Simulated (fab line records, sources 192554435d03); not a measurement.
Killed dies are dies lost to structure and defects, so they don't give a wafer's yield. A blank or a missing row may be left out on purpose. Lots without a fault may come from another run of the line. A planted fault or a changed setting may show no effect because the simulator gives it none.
fab line records | flow n5_finfet
record lots=5 wafers=15 last_day=18
route steps=1938 shown BEOL_M3@938 BEOL_M4@1111 PASSIVATION@1936
lots that met no fault: from a run of the same line without faults
start_h: hours from the record's first day to the start of the lot's first wafer shown | wait_h: hours since the lot's step before | " the same as in the row above | L1.1+2: a row that stands for several wafers | - no value, or no start given | * or withheld: withheld | < > ~ a bound
route shown NAME@n: a module of which the file shows steps, and the number in the route of the first | usual: mean/standard deviation of fault-free wafers | same: alike in all rows | chamber/n: place in a boat | sites: the reading at each site | _std_site: their standard deviation | _edge_site: outer sites' mean less inner sites' | radius_mm: how far each site lies from the wafer's centre | mask NAME#n: copy n | behind: the tool/chamber that last shaped the wafer | hold: why the lot was held/for how many hours/how that ended | device: the transistor (n, p or np) that didn't switch | end of line: the same wafers' tests at the end of the route | a step without rows: its recipe alone | killed: dies lost to structure and defects at the first sort, not the wafer's yield | map: a wafer's dies, x killed, . not, _ none there
set.NAME: the setting as run; set.NAME@STEP: as run at that earlier step | model.NAME: the simulator's own value behind a step, which no gauge read
lots at some steps of the route; a table a step, a row a wafer
services: from which hour (start_h, from the record's first day; less than 0 if before it) a tool's chamber was out of use, for how many hours, and why
## steps
# step N5_BEOL_M3_COAT_05
# recipe resist=CAR-EUV spin_rpm=1500 resist_thk_nm=30
# step N5_BEOL_M3_EBR_07
# recipe solvent=PGMEA ebr_width_mm=1.5
# step N5_BEOL_M3_SOFTBAKE_06
# recipe temp_c=110 time_s=60 resist=CAR-EUV
# step N5_BEOL_M3_EXPOSE_08
# recipe mask_id=M3 na=0.33 source_shape=dipole sigma_inner=0.369 sigma_outer=0.767 polarization=unpolarized dose_mj=33
# step N5_BEOL_M3_PEB_09
# recipe peb_temp_c=100 peb_time_s=60 resist=CAR-EUV
# step N5_BEOL_M3_DEVELOP_10
# recipe develop_time_s=30 developer=TMAH resist=CAR-EUV rinse_liquid=surfactant_rinse dry=air_spin dev_temp_c=23
# step N5_BEOL_M3_CD_MEAS_11
# recipe target_cd_nm=17.05 landing_energy_ev=500 detector=se_inlens polarity=opening
# usual cd_nm=17.08/0.23
# columns lot.wafer tool chamber start_h wait_h cd_nm
L722.1 cd_sem-03 0 145.41 - 16.93
L722.2 " 0 " " 16.69
L722.5 " 0 " " 16.79
L725.3 cd_sem-02 0 171.01 - 16.77
L725.4 " 0 " " 17.10
L725.5 " 0 " " 16.98
L731.1 cd_sem-01 0 198.94 - 17.10
L731.2 " 0 " " 16.34
L731.5 " 0 " " 17.12
L736.2 cd_sem-01 0 241.24 - 16.86
L736.4 " 0 " " 16.81
L736.5 " 0 " " 16.82
L743.1 cd_sem-03 0 274.44 - 17.21
L743.4 " 0 " " 17.13
L743.6 " 0 " " 17.10
# step N5_BEOL_M3_OVL_MEAS_12
# recipe points_per_wafer=522
# usual M3_OVL=-0.1/0.67
# columns lot.wafer tool chamber start_h wait_h M3_OVL[nm]
L722.1 overlay-01 0 145.44 0.0 -0.3
L722.2 " 0 " " -0.6
L722.5 " 0 " " -0.6
L725.3 overlay-01 0 171.05 0.0 -0.6
L725.4 " 0 " " -0.3
L725.5 " 0 " " -0.2
L731.1 overlay-02 0 198.97 0.0 -0.3
L731.2 " 0 " " 0.1
L731.5 " 0 " " 0.8
L736.2 overlay-02 0 241.27 0.0 -0.3
L736.4 " 0 " " -0.4
L736.5 " 0 " " -1.2
L743.1 overlay-02 0 274.47 0.0 -0.3
L743.4 " 0 " " -0.9
L743.6 " 0 " " -1.2
# step N5_BEOL_M3_INSPECT_13
# recipe mode=adi inspect_instrument=brightfield
# usual raw_defect_count=440/100
# columns lot.wafer tool chamber start_h wait_h raw_defect_count
L722.1 defect_inspect-02 - 145.50 0.1 417
L722.2 " - " " 355
L722.5 " - " " 433
L725.3 defect_inspect-01 - 171.09 0.0 629
L725.4 " - " " 440
L725.5 " - " " 458
L731.1 defect_inspect-02 - 199.03 0.1 400
L731.2 " - " " 475
L731.5 " - " " 384
L736.2 defect_inspect-02 - 241.32 0.0 384
L736.4 " - " " 461
L736.5 " - " " 376
L743.1 defect_inspect-02 - 274.52 0.1 592
L743.4 " - " " 431
L743.6 " - " " 557
# step N5_BEOL_M3_DESCUM_16
# recipe chemistry=O2 time_s=7 source_power_w=50 bias_power_w=20 pressure_mtorr=20 rf_frequency_hz=2.712e+07 temp_c=40 resist=CAR-EUV o2_flow_sccm=225
# usual drypump_motor_current_A=5.81/0.24 oes_product_au=0.79/0.091 rf_vpp_V=243.5/1.4 showerhead_plenum_p_Torr=2.11/0.078 throttle_valve_pct=20.4/0.32
# columns lot.wafer tool chamber start_h wait_h drypump_motor_current_A oes_product_au rf_hours_counter_h rf_vpp_V showerhead_plenum_p_Torr throttle_valve_pct
L722.1 rie_diel-03 0 145.53 0.0 5.62 0.92 23 243.3 2.16 20.3
L722.2 " 1 " " 6.33 0.74 153 244.5 2.19 20.1
L722.5 " 3 " " 5.46 0.80 - 240.9 2.02 20.5
L725.3 rie_diel-05 3 171.13 0.0 5.61 0.90 23 244.8 2.12 20.3
L725.4 " 2 " " 6.02 0.71 - 243.2 1.98 20.6
L725.5 " 3 " " 5.61 0.89 - 245.7 2.12 20.3
L731.1 rie_diel-03 0 199.06 0.0 5.62 0.89 43 242.7 2.15 20.4
L731.2 " 1 " " 6.31 0.71 171 244.8 2.18 20.2
L731.5 " 3 " " 5.45 0.80 - 241.9 2.02 20.5
L736.2 rie_diel-06 0 241.44 0.1 6.10 0.71 229 242.1 2.05 20.4
L736.4 " 2 " " 5.82 0.75 183 243.5 2.09 20.6
L736.5 " 0 " " 6.08 0.70 - 242.6 2.05 20.4
L743.1 rie_diel-05 1 279.44 4.9 5.88 0.69 237 243.3 2.17 20.9
L743.4 " 0 " " 5.66 0.91 31 244.4 2.12 19.9
L743.6 " 1 " " 5.90 0.69 - 243.1 2.17 20.9
# step N5_BEOL_M3_ETCH_74
# recipe chemistry=N2/H2 target=underlayer target_depth_a=65 mask_material=CAR-EUV time_s=5.2 ion_energy_ev=200 pressure_mtorr=30 source_w=840 bias_w=150 n2_flow_sccm=200 h2_flow_sccm=200 ends=cleared
# usual drypump_motor_current_A=5.81/0.24 etch_rf_on_time_s=5.20/0.14 oes_product_au=0.67/0.081 rf_vpp_V=524.6/2.6 showerhead_plenum_p_Torr=2.57/0.082 throttle_valve_pct=17.9/0.33
# columns lot.wafer tool chamber start_h wait_h drypump_motor_current_A etch_rf_on_time_s oes_product_au rf_hours_counter_h rf_vpp_V showerhead_plenum_p_Torr throttle_valve_pct
L722.1 rie_diel-03 0 145.57 0.0 5.60 5.11 0.79 23 523.9 2.62 17.9
L722.2 " 1 " " 6.33 5.54 0.60 153 525.9 2.65 17.5
L722.5 " 3 " " 5.47 5.24 0.69 - 521.2 2.48 18.1
L725.3 rie_diel-05 3 171.16 0.0 5.62 5.03 0.78 23 525.6 2.58 17.7
L725.4 " 2 " " 6.04 5.31 0.60 - 523.0 2.43 18.2
L725.5 " 3 " " 5.63 4.95 0.79 - 526.6 2.58 17.7
L731.1 rie_diel-03 0 199.10 0.0 5.59 5.02 0.76 43 523.8 2.61 17.9
L731.2 " 1 " " 6.33 5.52 0.60 171 523.3 2.64 17.6
L731.5 " 3 " " 5.46 5.20 0.67 - 522.6 2.47 18.1
L736.2 rie_diel-06 0 241.48 0.0 6.10 5.29 0.59 229 521.8 2.50 17.9
L736.4 " 2 " " 5.85 5.04 0.64 183 524.3 2.54 18.2
L736.5 " 0 " " 6.13 5.26 0.60 - 520.9 2.50 17.9
L743.1 rie_diel-05 1 279.47 0.0 5.92 5.31 0.57 237 526.5 2.61 18.3
L743.4 " 0 " " 5.61 5.31 0.74 31 525.4 2.59 17.4
L743.6 " 1 " " 5.91 5.31 0.57 - 526.8 2.61 18.3
# step N5_BEOL_M3_ETCH_63
# recipe chemistry=CF4 target=SiARC target_depth_a=156 mask_material=CAR-EUV time_s=26 ion_energy_ev=80 pressure_mtorr=40 source_w=545 bias_w=36 Ar_flow_sccm=100 cf4_flow_sccm=100 ends=cleared
# usual drypump_motor_current_A=5.81/0.24 etch_rf_on_time_s=26.0/0.61 oes_product_au=0.67/0.079 rf_vpp_V=184.3/1 showerhead_plenum_p_Torr=2.16/0.07 throttle_valve_pct=15.61/0.3
# columns lot.wafer tool chamber start_h wait_h drypump_motor_current_A etch_rf_on_time_s oes_product_au rf_hours_counter_h rf_vpp_V showerhead_plenum_p_Torr throttle_valve_pct
L722.1 rie_diel-03 0 145.59 0.0 5.58 25.4 0.80 23 185.4 2.20 15.42
L722.2 " 1 " " 6.30 27.1 0.62 153 184.3 2.22 15.28
L722.5 " 3 " " 5.47 25.8 0.69 - 182.7 2.07 15.67
L725.3 rie_diel-05 3 171.18 0.0 5.62 25.4 0.78 23 185.4 2.18 15.49
L725.4 " 2 " " 6.06 26.0 0.60 - 182.9 2.05 15.95
L725.5 " 3 " " 5.64 25.3 0.78 - 185.0 2.18 15.50
L731.1 rie_diel-03 0 199.12 0.0 5.60 25.8 0.75 43 184.8 2.19 15.44
L731.2 " 1 " " 6.30 27.6 0.59 171 183.7 2.21 15.32
L731.5 " 3 " " 5.47 26.2 0.67 - 183.0 2.07 15.71
L736.2 rie_diel-06 0 241.50 0.0 6.12 26.2 0.59 229 185.1 2.12 15.83
L736.4 " 2 " " 5.83 25.2 0.64 183 184.9 2.13 15.81
L736.5 " 0 " " 6.12 26.3 0.60 - 184.4 2.12 15.84
L743.1 rie_diel-05 1 279.49 0.0 5.91 26.3 0.58 237 185.3 2.20 16.01
L743.4 " 0 " " 5.63 26.6 0.75 31 184.5 2.19 15.17
L743.6 " 1 " " 5.89 26.3 0.58 - 184.5 2.20 16.02
# step N5_BEOL_M3_ETCH_64
# recipe chemistry=N2/H2 target=SOC target_depth_a=750 overetch_a=150 mask_material=SiARC temp_c=40 time_s=112.5 ion_energy_ev=200 pressure_mtorr=30 source_w=840 bias_w=150 n2_flow_sccm=200 h2_flow_sccm=200
# usual drypump_motor_current_A=5.81/0.24 oes_product_au=0.62/0.069 rf_vpp_V=524.5/2.4 showerhead_plenum_p_Torr=2.57/0.082 throttle_valve_pct=17.8/0.34
# columns lot.wafer tool chamber start_h wait_h drypump_motor_current_A oes_product_au rf_hours_counter_h rf_vpp_V showerhead_plenum_p_Torr throttle_valve_pct model.SiARC_of_BEOL_M3_COAT_62.thk_nm model.BEOL_M3.cd_offset_nm
L722.1 rie_diel-03 0 145.61 0.0 5.64 0.73 24 524.1 2.62 17.8 6.6 0
L722.2 " 1 " " 6.35 0.58 153 527.8 2.65 17.5 7.2 0
L722.5 " 3 " " 5.44 0.63 - 521.4 2.48 18.1 6.8 -0.2
L725.3 rie_diel-05 3 171.21 0.0 5.62 0.71 23 525.5 2.58 17.6 6.6 0
L725.4 " 2 " " 6.08 0.56 - 521.7 2.43 18.1 7 -0.6
L725.5 " 3 " " 5.64 0.71 - 526.4 2.58 17.6 6.6 -0.2
L731.1 rie_diel-03 0 199.14 0.0 5.62 0.70 43 526.1 2.61 17.9 4.6 0.6
L731.2 " 1 " " 6.33 0.58 171 527.0 2.64 17.5 5.2 0.8
L731.5 " 3 " " 5.46 0.63 - 521.5 2.47 18.1 4.6 0.4
L736.2 rie_diel-06 0 241.52 0.0 6.11 0.56 229 522.0 2.50 17.9 7 0.4
L736.4 " 2 " " 5.85 0.59 183 524.7 2.54 18.1 6.6 0.2
L736.5 " 0 " " 6.13 0.55 - 521.9 2.50 17.9 7 0.4
L743.1 rie_diel-05 1 279.52 0.0 5.90 0.54 237 523.9 2.61 18.2 6.8 0.2
L743.4 " 0 " " 5.65 0.70 31 524.3 2.59 17.4 6.8 0.2
L743.6 " 1 " " 5.92 0.54 - 524.6 2.61 18.3 7 0.6
# step N5_BEOL_M3_STRIP_65
# recipe chemistry=N2/H2 temp_c=40 n2_flow_sccm=200 h2_flow_sccm=200 rf_frequency_hz=6e+07
# step N5_BEOL_M3_STRIP_75
# recipe chemistry=N2/H2 temp_c=40 n2_flow_sccm=200 h2_flow_sccm=200 rf_frequency_hz=6e+07
# step N5_BEOL_M3_STRIP_66
# recipe chemistry=CF4 resist=SiARC power_w=300 bias_power_w=75 pressure_mtorr=50 cf4_flow_sccm=150 rf_frequency_hz=6e+07
# usual drypump_motor_current_A=5.80/0.24 oes_product_au=0.78/0.086 rf_vpp_V=271.4/1.6 showerhead_plenum_p_Torr=1.81/0.058 throttle_valve_pct=13.6/0.31
# columns lot.wafer tool chamber start_h wait_h drypump_motor_current_A oes_product_au rf_hours_counter_h rf_vpp_V showerhead_plenum_p_Torr throttle_valve_pct
L722.1 rie_diel-03 0 145.74 0.0 5.59 0.91 24 271.3 1.85 13.4
L722.2 " 1 " " 6.30 0.73 153 272.6 1.85 13.3
L722.5 " 3 " " 5.45 0.80 - 270.3 1.74 13.6
L725.3 rie_diel-05 3 171.33 0.0 5.62 0.89 23 274.4 1.83 13.4
L725.4 " 2 " " 6.03 0.70 - 268.0 1.72 13.9
L725.5 " 3 " " 5.60 0.88 - 272.9 1.83 13.4
L731.1 rie_diel-03 0 199.27 0.0 5.60 0.88 43 272.4 1.84 13.4
L731.2 " 1 " " 6.31 0.72 171 272.4 1.85 13.3
L731.5 " 3 " " 5.45 0.79 - 270.5 1.73 13.7
L736.2 rie_diel-06 0 241.65 0.0 6.10 0.70 229 271.0 1.77 13.8
L736.4 " 2 " " 5.83 0.73 183 273.0 1.79 13.8
L736.5 " 0 " " 6.12 0.70 - 271.6 1.77 13.8
L743.1 rie_diel-05 1 279.64 0.0 5.95 0.67 237 272.3 1.84 14.0
L743.4 " 0 " " 5.61 0.87 31 271.1 1.84 13.1
L743.6 " 1 " " 5.92 0.67 - 272.6 1.84 14.0
# step N5_BEOL_M3_HM_OPEN_17
# recipe chemistry=Cl2/BCl3 target_depth_a=200 overetch_a=60 target=TiN mask_material=SOC ion_energy_ev=150 pressure_mtorr=10 icp_w=1000 bias_w=126 Cl2_flow_sccm=53.25 bcl3_flow_sccm=21.75 Ar_flow_sccm=25
# usual drypump_motor_current_A=5.9/0.3 mfc_cl2_sccm=53.25/0.16 oes_product_au=0.66/0.11 throttle_valve_pct=22.15/0.2
# columns lot.wafer tool chamber start_h wait_h drypump_motor_current_A mfc_cl2_sccm oes_product_au rf_hours_counter_h throttle_valve_pct model.BEOL_M3.cd_offset_nm
L722.1 rie_metal-01 1 145.78 0.0 5.7 53.36 0.69 35 22.18 0
L722.2 " 0 " " 6.3 53.17 0.68 46 21.91 0
L722.5 " 0 " " 6.3 53.41 0.67 - 21.90 -0.2
L725.3 rie_metal-02 1 171.40 0.1 5.9 53.04 0.53 - 22.43 0
L725.4 " 0 " " 6.2 53.20 0.52 - 22.16 -0.6
L725.5 " 1 " " 5.9 53.24 0.53 - 22.43 0
L731.1 rie_metal-02 1 199.43 0.1 5.9 53.40 0.52 121 22.42 0.8
L731.2 " 1 " " 5.9 53.30 0.52 - 22.44 1
L731.5 " 1 " " 5.9 53.38 0.52 - 22.42 0.4
L736.2 rie_metal-02 0 241.69 0.0 6.2 53.02 0.81 2 21.94 0
L736.4 " 1 " " 5.8 53.22 0.52 - 22.43 0
L736.5 " 1 " " 5.9 53.55 0.52 - 22.44 0.2
L743.1 rie_metal-03 0 279.83 0.2 5.4 53.51 0.73 14 22.28 0.2
L743.4 " 1 " " 5.4 52.98 0.68 - 22.03 0.2
L743.6 " 1 " " 5.4 53.15 0.68 - 22.04 0.6
# step N5_BEOL_M3_STRIP_19
# recipe chemistry=O2 power_w=400 temp_c=40 pressure_mtorr=30 rf_frequency_hz=6e+07 bias_power_w=0 overash_fraction=0.2 o2_flow_sccm=225
# usual drypump_motor_current_A=5.79/0.24 oes_product_au=0.79/0.088 rf_vpp_V=3.6/0.47 showerhead_plenum_p_Torr=2.11/0.075 throttle_valve_pct=16.64/0.29
# same overash_fraction=0.2
# columns lot.wafer tool chamber start_h wait_h drypump_motor_current_A oes_product_au rf_hours_counter_h rf_vpp_V showerhead_plenum_p_Torr throttle_valve_pct
L722.1 rie_diel-05 1 145.90 0.1 5.92 0.70 195 3.3 2.19 17.06
L722.2 " 0 " " 5.61 0.69 247 3.3 2.14 16.51
L722.5 " 0 " " 5.63 0.68 - 2.8 2.13 16.51
L725.3 rie_diel-05 1 171.48 0.1 5.88 0.70 206 4.0 2.18 17.09
L725.4 " 3 " " 5.63 0.90 - 3.2 2.12 16.47
L725.5 " 1 " " 5.92 0.71 - 3.0 2.18 17.07
L731.1 rie_diel-06 2 199.63 0.2 5.83 0.76 170 3.4 2.10 16.89
L731.2 " 1 " " 5.44 0.75 161 4.1 2.19 16.78
L731.5 " 2 " " 5.84 0.75 - 4.2 2.10 16.90
L736.2 rie_diel-03 3 241.90 0.2 5.45 0.78 134 4.0 2.02 16.77
L736.4 " 1 " " 6.35 0.71 184 4.4 2.18 16.48
L736.5 " 1 " " 6.34 0.71 - 3.7 2.18 16.47
L743.1 rie_diel-05 0 279.94 0.1 5.64 0.91 31 3.5 2.12 16.13
L743.4 " 3 " " 5.62 0.86 48 3.4 2.11 16.51
L743.6 " 2 " " 6.03 0.69 - 3.9 1.97 16.94
# step N5_BEOL_M4_RC_MEAS_101
# usual DIBL_N=36.0/2 DIBL_P=36.2/2.2 IOFF_N=0.16/0.034 IOFF_P=0.21/0.04 ION_N=675/12 ION_P=463/7.2 SS_N=71.6/0.6 SS_P=73.3/0.67 VT_N=250/3 VT_P=-251/3.4
# columns lot.wafer tool chamber start_h wait_h DIBL_N[mV/V] DIBL_P[mV/V] IOFF_N[nA/um] IOFF_P[nA/um] ION_N[uA/um] ION_P[uA/um] SS_N[mV/dec] SS_P[mV/dec] VT_N[mV] VT_P[mV]
L722.1 prober-02 0 169.40 0.0 35.4 35.1 0.12 0.18 658 455 71.6 73.5 254 -256
L722.2 " 0 " " 35.6 35.1 0.13 0.20 655 459 71.9 73.0 253 -251
L722.5 " 0 " " 34.1 33.7 0.10 0.17 645 454 71.2 73.1 253 -255
L725.3 prober-02 0 193.42 0.3 38.2 38.8 0.21 0.26 674 462 72.1 73.4 249 -250
L725.4 " 0 " " 37.9 37.7 0.18 0.22 664 453 72.9 73.0 251 -252
L725.5 " 0 " " 39.4 39.9 0.23 0.26 684 467 73.2 73.9 250 -246
L731.1 prober-01 0 227.43 0.0 34.9 35.0 0.15 0.20 684 469 71.0 72.5 249 -249
L731.2 " 0 " " 33.0 31.9 0.10 0.15 662 456 70.6 72.3 255 -254
L731.5 " 0 " " 32.8 32.2 0.11 0.17 664 460 70.4 72.1 255 -251
L736.2 prober-02 0 269.01 0.2 33.2 33.3 0.11 0.18 672 471 71.9 72.3 255 -252
L736.4 " 0 " " 33.6 34.0 0.11 0.18 659 464 70.6 72.9 254 -250
L736.5 " 0 " " 34.7 34.8 0.13 0.19 663 464 71.6 73.6 253 -254
L743.1 prober-02 0 314.66 0.0 34.8 34.0 0.14 0.17 673 464 70.5 73.1 252 -253
L743.4 " 0 " " 35.9 34.4 0.14 0.17 661 451 70.8 73.0 249 -255
L743.6 " 0 " " 32.5 31.0 0.10 0.14 659 456 70.5 72.0 253 -256
# step N5_PASSIVATION_PROBE_49
# usual defect_limited_yield=91.5/1.5 killed_at_M0_to_M3=33/10 killed_at_M4_up=15/6.4 killed_at_contacts=12/5.4 killed_at_front_end=38/9.8 killed_at_other=4/3.1 killed_dies=101/18 killed_open=67/14 killed_short=33/7.9 sort_bin_5_function=5.0/1 sort_bin_6_memory=3.2/0.67 sort_n_pass=1079/18 sort_yield_pct=91.5/1.5
# same gross_dies=1180 killed_at_back_side=0 sort_bin_4_leakage[%]=0 sort_bin_8_speed[%]=0
# columns lot.wafer tool chamber start_h wait_h defect_limited_yield[%] killed_at_M0_to_M3 killed_at_M4_up killed_at_contacts killed_at_front_end killed_at_other killed_dies killed_open killed_short sort_bin_5_function[%] sort_bin_6_memory[%] sort_n_pass sort_yield_pct[%]
L722.1 prober-02 - 268.29 0.0 90.3 39 26 18 31 0 114 88 25 6.2 3.2 1066 90.3
L722.2 prober-02 - 268.34 0.1 89.9 42 18 11 44 4 119 72 47 5.8 3.6 1061 89.9
L722.5 prober-02 - 268.49 0.2 91.4 35 11 17 39 0 102 60 42 4.4 3.6 1078 91.4
# killed by level:class
L722.1 BEOL_M4:geometric_particle:open=18 MOL_CONTACT_COAG:geometric_particle:open=14 BEOL_M0_SAQP:geometric_particle:open=8 BEOL_M3:geometric_particle:open=8 BEOL_M0_SAQP:geometric_particle:short=7 BEOL_M1:geometric_particle:open=6 BEOL_M2:geometric_particle:open=6 STI_FIN_REVEAL:geometric_particle:open=5
L722.2 BEOL_M4:geometric_particle:open=10 BEOL_M1:geometric_particle:open=10 MOL_CONTACT_COAG:geometric_particle:open=9 FIN_SAQP:geometric_particle:short=8 BEOL_M3:geometric_particle:short=8 BEOL_M3:geometric_particle:open=7 STI_FIN_REVEAL:geometric_particle:open=6 GATE_CUT:geometric_particle:short=6
L722.5 MOL_CONTACT_COAG:geometric_particle:open=13 BEOL_M2:geometric_particle:open=9 GATE_CUT:geometric_particle:short=7 FIN_SAQP:geometric_particle:short=6 BEOL_M0_SAQP:geometric_particle:short=6 BEOL_M3:geometric_particle:short=6 BEOL_M3:geometric_particle:open=6 GATE_CUT:geometric_particle:open=5
## services
# columns tool chamber start_h hours kind
rie_diel-05 0 154.46 - clean
rie_diel-05 0 154.46 - consumable_replace:focus_ring
rie_diel-05 0 154.46 21.4 scheduled_down
rie_diel-05 0 154.46 21.4 vent_cycle
rie_diel-03 - 157.42 0.6 repair
rie_diel-03 3 181.91 13.3 repair
rie_metal-02 0 182.77 - clean
rie_metal-02 0 182.77 20.1 scheduled_down
rie_metal-02 0 182.77 20.1 vent_cycle
rie_diel-05 3 199.25 6.7 repair
rie_metal-02 - 210.06 10.0 pm
rie_diel-05 - 215.61 0.7 repair
rie_diel-05 3 239.24 9.6 repair
rie_diel-06 2 252.13 10.8 repair
rie_metal-02 1 253.64 - clean
rie_metal-02 1 253.64 17.3 scheduled_down
rie_metal-02 1 253.64 17.3 vent_cycle
rie_diel-06 0 256.55 7.3 repair
rie_diel-06 1 257.61 3.4 repair
rie_diel-03 1 264.32 8.9 repair
rie_diel-05 - 264.84 14.6 pm
## key
first_sign none at tools or gauges
model_effect step=N5_BEOL_M3_ETCH_64 value=SiARC_of_BEOL_M3_COAT_62.thk_nm without=6.8 struck=4.8
model_effect step=N5_BEOL_M3_HM_OPEN_17 value=BEOL_M3.cd_offset_nm without=-0.06667 struck=0.7333
met_at N5_BEOL_M3_ETCH_64
struck_wafers L731.1,L731.2,L731.5
onset_between 145.61 199.14
also_fits N5_BEOL_M3_DESCUM_16:rie_diel-03,N5_BEOL_M3_ETCH_74:rie_diel-03,N5_BEOL_M3_ETCH_63:rie_diel-03
fault kind=process_parameter_drift tool=rie_diel-03 chamber=- onset_h=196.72 steps=N5_BEOL_M3_ETCH_64 channel=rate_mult offset=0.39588 shape=step end_h=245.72
